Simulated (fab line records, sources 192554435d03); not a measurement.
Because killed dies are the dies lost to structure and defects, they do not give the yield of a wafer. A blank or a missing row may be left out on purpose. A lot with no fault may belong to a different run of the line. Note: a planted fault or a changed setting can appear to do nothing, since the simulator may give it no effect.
Matching of chambers -- flow n5-finfet -- 4 sister chambers for N5_BEOL_M12_VIA_ETCH_16 on rie-diel-03
The step etches SiOC in C4F8/O2/Ar, target depth 724.8 nm. 16 wafers are shown with their chamber, then 8 later ones without.

== WAFERS PAIRED WITH THEIR CHAMBERS ==
wafer,chamber,showerhead-plenum-p-Torr (Torr),throttle-valve-pct (%),rf-vpp-V (V)
L078.3,3,3.63,24.08,671
L078.5,2,3.31,23.67,664
L078.6,3,3.63,24.09,671
L079.1,0,3.47,24.49,666
L079.4,3,3.63,24.11,671
L079.6,2,3.30,23.68,662
L082.1,0,3.47,24.51,668
L082.3,1,3.65,24.24,671
L082.6,0,3.47,24.50,667
L084.3,0,3.47,24.50,667
L084.5,3,3.62,24.11,670
L084.6,2,3.30,23.70,663
L085.1,2,3.30,23.69,664
L085.2,0,3.47,24.51,666
L085.5,3,3.62,24.12,670
L090.1,3,3.61,24.13,671

SIGNATURES, as means of the wafers listed above
reading,chamber 0,chamber 1,chamber 2,chamber 3,scatter within a chamber
showerhead-plenum-p-Torr,3.4700,3.6500,3.3025,3.6233,0.00583
throttle-valve-pct,24.5020,24.2400,23.6850,24.1067,0.0145
rf-vpp-V,666.80,671.00,663.25,670.67,0.757
Rule: for a wafer and a chamber, the distance is found by dividing, reading by reading, the gap between the wafer's reading and the chamber's mean by the reading's scatter, squaring, summing and taking the root. If the next closest chamber is less than 2 further off than the closest, the wafer can't be placed; otherwise it belongs to the closest. The scatter: take each reading less its chamber's mean, square it, sum over the shown wafers, divide by the number of wafers less the number of chambers, and take the root.

== WAFERS WITH NO CHAMBER GIVEN ==
wafer,showerhead-plenum-p-Torr (Torr),throttle-valve-pct (%),rf-vpp-V (V)
L090.2,3.29,23.70,662
L090.3,3.46,24.51,666
L095.2,3.61,24.14,668
L095.3,3.46,24.51,665
L095.5,3.61,24.14,672
L094.1,3.63,24.28,672
L094.2,3.61,24.14,669
L094.5,3.61,24.13,671

== THE CHAMBER EACH PASSED THROUGH ==
wafer,from the rows above,in truth
L090.2,2,2
L090.3,0,0
L095.2,3,3
L095.3,0,0
L095.5,3,3
L094.1,1,1
L094.2,3,3
L094.5,3,3
Placed correctly: 8 of 8. From these rows, 0 cannot be placed. Wrongly placed: 0.
